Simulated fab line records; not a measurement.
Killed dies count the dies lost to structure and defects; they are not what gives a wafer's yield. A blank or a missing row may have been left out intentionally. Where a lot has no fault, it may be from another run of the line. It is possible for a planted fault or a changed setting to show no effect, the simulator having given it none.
8D (eight disciplines) problem report, filled in by code / flow nandHarc / the parts of the form that need people (team, actions taken, sign-off) are left out

## 1. PROBLEM STATEMENT
Wafers without a fault read 55, standard deviation 20; killedAtArray at NHARC_END_SORT_01 reads a mean of 162 on 6 wafers belonging to 2 lots. That is +5.3 standard deviations from the usual mean.
First seen on wafer L368.2, day 31 21:07, on prober-01. Wafers with a number at this step in the record: 18, from 6 lots. Rule for "out" (also "out of limits"): further than 4 standard deviations from the usual mean. The other wafers with a number count as sound.

## 2. WHAT IT IS AND WHAT IT IS NOT
question=which readings at this step; is=killedAtArray, killedDies; is not=killedAtOther, killedAtPeriphery, killedOpen
question=which lots; is=L368, L369; is not=L356, L358, L362, L363
question=which wafers of those lots; is=all that have a number; is not=-
question=read on which gauges; is=prober-01; is not=prober-02
question=when; is=from day 31 21:07; is not=up to then (12 sound wafers)

## 3. SUSPECTS, AND WHAT RULES EACH OUT
Counting: any tool at a process step up to the reading is kept as a suspect provided that every lot that is out went through it and no sound lot did after the first of them.
- the gauge at NHARC_END_SORT_01: kept. All the wafers that are out were read on prober-01, and no step on other tools shows them out.
- pecvdOnon-04 at NHARC_A_ONON_D2_DEP_19 (target thk 1000 nm): kept. Every lot that is out went through it, starting with L368 (day 19 23:02), and after that it ran no sound lot; the last sound lot it ran before then is L363 (day 18 04:32).
Left after counting: pecvdOnon-04 at NHARC_A_ONON_D2_DEP_19, prober-01 at NHARC_END_SORT_01.

## 4. THE CAUSE (what the simulator had put in)
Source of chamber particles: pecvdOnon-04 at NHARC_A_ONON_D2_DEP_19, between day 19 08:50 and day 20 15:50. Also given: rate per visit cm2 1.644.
After counting, 2 suspects remain, this tool included.

## 5. THE CHAIN OF EFFECTS, in route order
Each row: a reading where the mean over the struck wafers with a number is more than 3 standard deviations away from the usual. Only readings whose record carries a usual standard deviation are examined. hours: median over the lots of the time between each lot's start at the first step of this table that gives one and its start at this step. sigmas: the change, counted in usual standard deviations.
hours=0; step=NHARC_END_SORT_01; reading=killedAtArray; usual=55; on struck wafers=162; change=+107; sigmas=+5.3
hours=0; step=NHARC_END_SORT_01; reading=killedDies; usual=60; on struck wafers=165; change=+105; sigmas=+5.2

## 6. HOW IT WOULD HAVE BEEN CAUGHT EARLIER
In this record the first reading out of limits at a measuring or inspecting step was taken at day 31 21:07, 300 hours after the fault began at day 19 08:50.
By day 31 21:07 the whole set of lots that are out, 2 in number, had already begun NHARC_A_ONON_D2_DEP_19 on pecvdOnon-04. Tool hold at that time: it would have spared none of them.
